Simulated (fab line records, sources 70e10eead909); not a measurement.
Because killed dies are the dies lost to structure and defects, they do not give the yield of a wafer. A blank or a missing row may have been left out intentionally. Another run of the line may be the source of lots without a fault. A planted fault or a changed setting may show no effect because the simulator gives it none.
fab line records -- flow nand_harc
record: lots: 13, wafers: 39, last_day: 32
route steps=1302 shown P_ZERO_WELL@44 P_STI@90 P_GATE@119
lots untouched by any fault: they come from a run of this same line in which no faults occurred
start_h: hours from the record's opening day to when the first of the lot's shown wafers began -- wait_h: hours from the lot's prior step to this one -- " unchanged from the row above -- L1.1+2: a single row standing in for several wafers -- - either no value or no given start -- * or withheld: withheld -- < > ~ a bound
route shown NAME@n: names a module that has steps shown in the file, with the first one's number in the route -- usual: average and standard deviation across the fault-free wafers -- same: alike in all rows -- chamber/n: place in a boat -- sites: the reading at each site -- _std_site: the standard deviation of these -- _edge_site: mean of outer sites minus mean of inner sites -- radius_mm: for every site, how far away it sits from the centre of the wafer -- mask NAME#n: copy n -- behind: the tool/chamber that last shaped the wafer -- hold: the reason the lot was held/the length of the hold in hours/how it ended -- device: whichever transistor did not switch (one of n, p or np) -- end of line: tests of these same wafers at the route's end -- a step given without rows: its recipe and nothing more -- killed: dies that structure and defects cost at the first sort, which is not the same as the wafer's yield -- map: a wafer's dies, marking killed ones x, the rest . and places with no die _
set.NAME: the run value of the setting; set.NAME@STEP: its run value at that earlier step -- model.NAME: the simulator's own value behind a step, which no gauge read
route steps across a sampled set of lots; one table per step, one row per wafer
services: the hour from which a tool's chamber was out of use, counted from the record's first day as start_h (under 0 if before that day), plus the number of hours and why
== steps ==
step: NHARC_P_ZERO_WELL_CD_MEAS_37
recipe: target_cd_nm: 720, landing_energy_ev: 500
usual: cd_nm: 720.8/2.3
same: landing_energy_ev: 500
lot.wafer,tool,chamber,start_h,wait_h,cd_nm
L920.1,cd_sem-01,0,53.98,-,718.9
L920.3,cd_sem-01,0,53.98,-,720.2
L920.6,cd_sem-01,0,53.98,-,719.2
L921.3,cd_sem-03,0,64.10,-,722.4
L921.4,cd_sem-03,0,64.10,-,718.4
L921.6,cd_sem-03,0,64.10,-,720.3
L922.2,cd_sem-03,0,74.10,-,722.0
L922.4,cd_sem-03,0,74.10,-,720.1
L922.6,cd_sem-03,0,74.10,-,722.4
L923.3,cd_sem-02,0,84.11,-,719.9
L923.4,cd_sem-02,0,84.11,-,722.9
L923.5,cd_sem-02,0,84.11,-,724.2
L924.1,cd_sem-02,0,94.13,-,722.1
L924.2,cd_sem-02,0,94.13,-,719.7
L924.6,cd_sem-02,0,94.13,-,718.4
L925.1,cd_sem-02,0,104.28,-,716.5
L925.2,cd_sem-02,0,104.28,-,716.8
L925.6,cd_sem-02,0,104.28,-,718.1
L928.2,cd_sem-02,0,134.23,-,717.9
L928.5,cd_sem-02,0,134.23,-,719.4
L928.6,cd_sem-02,0,134.23,-,719.1
L933.1,cd_sem-03,0,184.10,-,719.1
L933.3,cd_sem-03,0,184.10,-,723.7
L933.6,cd_sem-03,0,184.10,-,722.6
L934.1,cd_sem-02,0,194.27,-,723.9
L934.2,cd_sem-02,0,194.27,-,726.5
L934.5,cd_sem-02,0,194.27,-,722.4
L935.1,cd_sem-03,0,206.08,-,728.8
L935.3,cd_sem-03,0,206.08,-,721.5
L935.6,cd_sem-03,0,206.08,-,723.5
L936.1,cd_sem-01,0,214.26,-,719.8
L936.3,cd_sem-01,0,214.26,-,719.4
L936.6,cd_sem-01,0,214.26,-,720.0
L937.1,cd_sem-02,0,224.41,-,716.8
L937.4,cd_sem-02,0,224.41,-,721.5
L937.5,cd_sem-02,0,224.41,-,720.9
L938.1,cd_sem-01,0,234.08,-,721.4
L938.3,cd_sem-01,0,234.08,-,722.7
L938.6,cd_sem-01,0,234.08,-,727.5
step: NHARC_P_STI_ETCH_15
recipe: target_depth_a: 3000, taper_deg: 4, time_s: 100.1, hbr_flow_sccm: 150, cl2_flow_sccm: 50, rf_w: 400, icp_w: 400, bias_w: 100, chemistry: HBr/Cl2
usual: drypump_motor_current_A: 5.6/0.41, oes_product_au: 0.998/0.014, throttle_valve_pct: 26.406/0.0092
lot.wafer,tool,chamber,start_h,wait_h,drypump_motor_current_A,oes_product_au,rf_hours_counter_h,throttle_valve_pct
L920.3,rie_si-03,0,76.97,-,5.6,1.006,0.1,26.398
L920.1,rie_si-03,2,76.97,-,5.2,0.975,0.2,26.408
L920.6,rie_si-03,0,76.97,-,5.6,1.007,-,26.395
L921.3,rie_si-03,2,85.84,-,5.2,0.986,0.2,26.394
L921.4,rie_si-03,3,85.84,-,5.4,0.987,0.3,26.423
L921.6,rie_si-03,0,85.84,-,5.6,1.014,-,26.418
L922.4,rie_si-06,1,95.65,-,5.7,0.990,0.1,26.409
L922.2,rie_si-06,3,95.65,-,6.1,1.015,0.1,26.392
L922.6,rie_si-06,1,95.65,-,5.7,0.989,-,26.392
L923.3,rie_si-05,0,104.77,-,5.1,0.990,1.0,26.400
L923.4,rie_si-05,3,104.77,-,5.9,1.020,0.8,26.403
L923.5,rie_si-05,0,104.77,-,5.1,0.987,-,26.404
L924.2,rie_si-06,2,115.67,-,5.6,1.012,0.2,26.409
L924.1,rie_si-06,3,115.67,-,6.0,1.000,0.2,26.413
L924.6,rie_si-06,2,115.67,-,5.6,1.002,-,26.409
L925.2,rie_si-03,0,123.63,-,5.6,0.998,0.5,26.421
L925.1,rie_si-03,2,123.63,-,5.2,0.987,0.4,26.414
L925.6,rie_si-03,1,123.63,-,4.6,0.994,-,26.411
L928.2,rie_si-06,0,156.08,-,5.3,0.999,0.5,26.412
L928.6,rie_si-06,2,156.08,-,5.6,0.991,-,26.416
L928.5,rie_si-06,3,156.08,-,6.1,1.007,-,26.401
L933.3,rie_si-06,2,203.25,-,5.6,0.998,0.8,26.411
L933.1,rie_si-06,3,203.25,-,6.1,1.000,0.7,26.399
L933.6,rie_si-06,1,203.25,-,5.6,0.992,-,26.402
L934.1,rie_si-06,1,213.47,-,5.6,0.989,1.0,26.417
L934.2,rie_si-06,3,213.47,-,6.1,0.991,0.8,26.393
L934.5,rie_si-06,1,213.47,-,5.7,0.996,-,26.398
L935.1,rie_si-06,1,226.14,-,5.6,0.983,1.1,26.417
L935.3,rie_si-06,3,226.14,-,6.1,0.996,0.8,26.403
L935.6,rie_si-06,2,226.14,-,5.6,0.991,-,26.398
L936.1,rie_si-05,3,236.72,-,5.9,1.015,0.7,26.409
L936.3,rie_si-05,1,236.72,-,6.0,1.019,0.5,26.412
L936.6,rie_si-05,2,236.72,-,6.4,0.989,-,26.415
L937.1,rie_si-06,1,245.87,-,5.7,0.993,1.2,26.401
L937.4,rie_si-06,2,245.87,-,5.6,0.999,1.1,26.416
L937.5,rie_si-06,1,245.87,-,5.7,1.003,-,26.398
L938.1,rie_si-05,3,253.65,-,5.9,1.020,0.8,26.383
L938.3,rie_si-05,1,253.65,-,5.9,1.025,0.6,26.405
L938.6,rie_si-05,2,253.65,-,6.4,0.987,-,26.415
step: NHARC_P_GATE_EXPOSE_08
recipe: na: 0.6, dose_mj: 16.75, mask_id: P_HV
usual: exposure_dose_mJ_cm2: 16.751/0.017, focus_offset_nm: -0.1/0.6
lot.wafer,tool,chamber,start_h,wait_h,mask,exposure_dose_mJ_cm2,focus_offset_nm
L920.1,krf_scanner-02,0,115.96,-,P_HV#0,16.761,-0.5
L920.3,krf_scanner-02,0,115.96,-,P_HV#0,16.743,-0.5
L920.6,krf_scanner-02,0,115.96,-,P_HV#0,16.723,-0.1
L921.3,krf_scanner-01,0,120.62,-,P_HV#0,16.785,-1.4
L921.4,krf_scanner-01,0,120.62,-,P_HV#0,16.783,-0.5
L921.6,krf_scanner-01,0,120.62,-,P_HV#0,16.781,-0.9
L922.2,krf_scanner-01,0,134.10,-,P_HV#0,16.756,-0.1
L922.4,krf_scanner-01,0,134.10,-,P_HV#0,16.738,-1.2
L922.6,krf_scanner-01,0,134.10,-,P_HV#0,16.739,-0.7
L923.3,krf_scanner-04,0,140.29,-,P_HV#0,16.783,0.1
L923.4,krf_scanner-04,0,140.29,-,P_HV#0,16.757,-0.4
L923.5,krf_scanner-04,0,140.29,-,P_HV#0,16.790,-0.2
L924.1,krf_scanner-01,0,156.49,-,P_HV#0,11.773,0.7
L924.2,krf_scanner-01,0,156.49,-,P_HV#0,11.793,-0.2
L924.6,krf_scanner-01,0,156.49,-,P_HV#0,11.791,-0.1
L925.1,krf_scanner-01,0,161.92,-,P_HV#0,11.785,-0.3
L925.2,krf_scanner-01,0,161.92,-,P_HV#0,11.813,-1.2
L925.6,krf_scanner-01,0,161.92,-,P_HV#0,11.790,-0.3
L928.2,krf_scanner-02,0,196.33,-,P_HV#0,16.771,-0.9
L928.5,krf_scanner-02,0,196.33,-,P_HV#0,16.772,0.5
L928.6,krf_scanner-02,0,196.33,-,P_HV#0,16.744,0.3
L933.1,krf_scanner-04,0,240.43,-,P_HV#0,16.762,0.6
L933.3,krf_scanner-04,0,240.43,-,P_HV#0,16.741,-0.1
L933.6,krf_scanner-04,0,240.43,-,P_HV#0,16.756,0.9
L934.1,krf_scanner-04,0,250.72,-,P_HV#0,16.750,-0.4
L934.2,krf_scanner-04,0,250.72,-,P_HV#0,16.767,-0.5
L934.5,krf_scanner-04,0,250.72,-,P_HV#0,16.753,-0.2
L935.1,krf_scanner-04,0,266.90,-,P_HV#0,16.736,-0.2
L935.3,krf_scanner-04,0,266.90,-,P_HV#0,16.754,0.5
L935.6,krf_scanner-04,0,266.90,-,P_HV#0,16.763,1.6
L936.1,krf_scanner-02,0,272.32,-,P_HV#0,16.746,0.0
L936.3,krf_scanner-02,0,272.32,-,P_HV#0,16.743,0.5
L936.6,krf_scanner-02,0,272.32,-,P_HV#0,16.763,-0.5
L937.1,krf_scanner-02,0,283.60,-,P_HV#0,16.723,-0.1
L937.4,krf_scanner-02,0,283.60,-,P_HV#0,16.768,0.4
L937.5,krf_scanner-02,0,283.60,-,P_HV#0,16.734,0.4
L938.1,krf_scanner-02,0,290.01,-,P_HV#0,16.755,0.2
L938.3,krf_scanner-02,0,290.01,-,P_HV#0,16.747,0.4
L938.6,krf_scanner-02,0,290.01,-,P_HV#0,16.770,0.5
step: NHARC_P_GATE_DEP_103
recipe: target_thk_a: 300, target_thk_nm: 30, temp_c: 400, flow_sccm: 200, rf_w: 350, material: SiON
usual: heater_power_w: 783/120, susceptor_temp_C: 399.99/0.23
lot.wafer,tool,chamber,start_h,wait_h,heater_power_w,susceptor_temp_C
L920.1,pecvd-01,2,129.66,0.6,846,399.64
L920.3,pecvd-01,0,129.66,0.6,726,400.01
L920.6,pecvd-01,1,129.66,0.6,984,400.05
L921.3,pecvd-03,0,136.56,0.3,769,399.94
L921.6,pecvd-03,0,136.56,0.3,778,399.65
L921.4,pecvd-03,2,136.56,0.3,810,399.98
L922.2,pecvd-03,0,153.16,0.5,825,400.19
L922.4,pecvd-03,1,153.16,0.5,720,400.28
L922.6,pecvd-03,2,153.16,0.5,775,400.33
L923.3,pecvd-04,0,154.99,0.3,833,399.73
L923.5,pecvd-04,0,154.99,0.3,814,399.95
L923.4,pecvd-04,1,154.99,0.3,585,400.00
L924.1,pecvd-01,2,169.97,0.6,828,399.45
L924.2,pecvd-01,0,169.97,0.6,526,399.72
L924.6,pecvd-01,2,169.97,0.6,854,399.59
L925.1,pecvd-03,0,179.59,0.6,726,399.73
L925.2,pecvd-03,2,179.59,0.6,825,400.03
L925.6,pecvd-03,2,179.59,0.6,840,400.43
L928.2,pecvd-03,2,210.78,0.5,863,399.85
L928.6,pecvd-03,1,210.78,0.5,752,399.84
L928.5,pecvd-03,2,210.78,0.5,878,400.05
L933.3,pecvd-01,0,253.94,0.3,618,399.73
L933.1,pecvd-01,2,253.94,0.3,832,400.34
L933.6,pecvd-01,2,253.94,0.3,843,399.99
L934.1,pecvd-01,2,264.22,0.6,824,399.73
L934.2,pecvd-01,0,264.22,0.6,591,400.00
L934.5,pecvd-01,0,264.22,0.6,584,399.69
L935.1,pecvd-01,0,280.23,0.6,608,399.89
L935.3,pecvd-01,2,280.23,0.6,814,400.08
L935.6,pecvd-01,1,280.23,0.6,1056,400.04
L936.1,pecvd-01,2,288.97,0.6,838,400.13
L936.3,pecvd-01,0,288.97,0.6,583,399.73
L936.6,pecvd-01,2,288.97,0.6,836,400.24
L937.1,pecvd-03,1,299.77,0.6,824,400.00
L937.4,pecvd-03,2,299.77,0.6,882,400.29
L937.5,pecvd-03,1,299.77,0.6,823,400.20
L938.1,pecvd-01,1,306.23,0.6,1031,399.80
L938.3,pecvd-01,0,306.23,0.6,646,400.18
L938.6,pecvd-01,0,306.23,0.6,548,399.88
== services ==
tool,chamber,start_h,hours,kind
rie_si-06,-,72.00,9.0,pm
krf_scanner-02,-,94.00,4.0,pm
rie_si-03,1,99.58,4.3,repair
krf_scanner-04,-,106.99,0.5,repair
krf_scanner-04,-,112.03,3.9,repair
krf_scanner-01,-,112.74,2.6,repair
pecvd-01,1,117.61,10.9,repair
krf_scanner-04,-,122.83,1.7,repair
rie_si-05,-,128.00,9.0,pm
pecvd-01,-,130.00,13.0,pm
krf_scanner-02,-,135.22,5.5,repair
krf_scanner-01,-,140.00,4.0,pm
rie_si-05,0,148.20,1.5,repair
pecvd-03,1,178.62,7.4,repair
krf_scanner-04,-,182.00,4.0,pm
pecvd-03,-,185.09,13.0,pm
rie_si-05,-,203.44,1.6,repair
rie_si-03,-,221.00,9.0,pm
krf_scanner-01,-,238.08,2.4,repair
rie_si-06,-,249.00,9.0,pm
pecvd-01,-,256.46,1.0,repair
rie_si-05,3,261.04,7.3,repair
krf_scanner-02,-,266.00,4.0,pm
krf_scanner-04,-,298.16,2.2,repair
== key ==
first_sign: step: NHARC_P_GATE_EXPOSE_08, reading: exposure_dose_mJ_cm2, direction: down, sigmas: 99+, usual: 16.751, struck: 11.791
effect none on later readings
met_at NHARC_P_GATE_EXPOSE_08
struck_lots L924,L925
tester_left_out L924,L925
not_acting_at NHARC_P_ZERO_WELL_CD_MEAS_37,NHARC_P_STI_ETCH_15,NHARC_P_GATE_DEP_103
onset_between 134.10 156.49
fault: kind: process_parameter_drift, tool: krf_scanner-01, chamber: -, onset_h: 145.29, steps: NHARC_P_GATE_EXPOSE_08, channel: dose_mj, offset: -4.9613, shape: step, acts_in: these_recipes_only, stated: 16.75
tester_left_out: of these lots the tester's yield and bins aren't shown, on N5 and GAA mostly nor the transistor test; their killed dies are dies lost to structure and defects alone, not to doping, threshold or leakage, so they don't give the yield
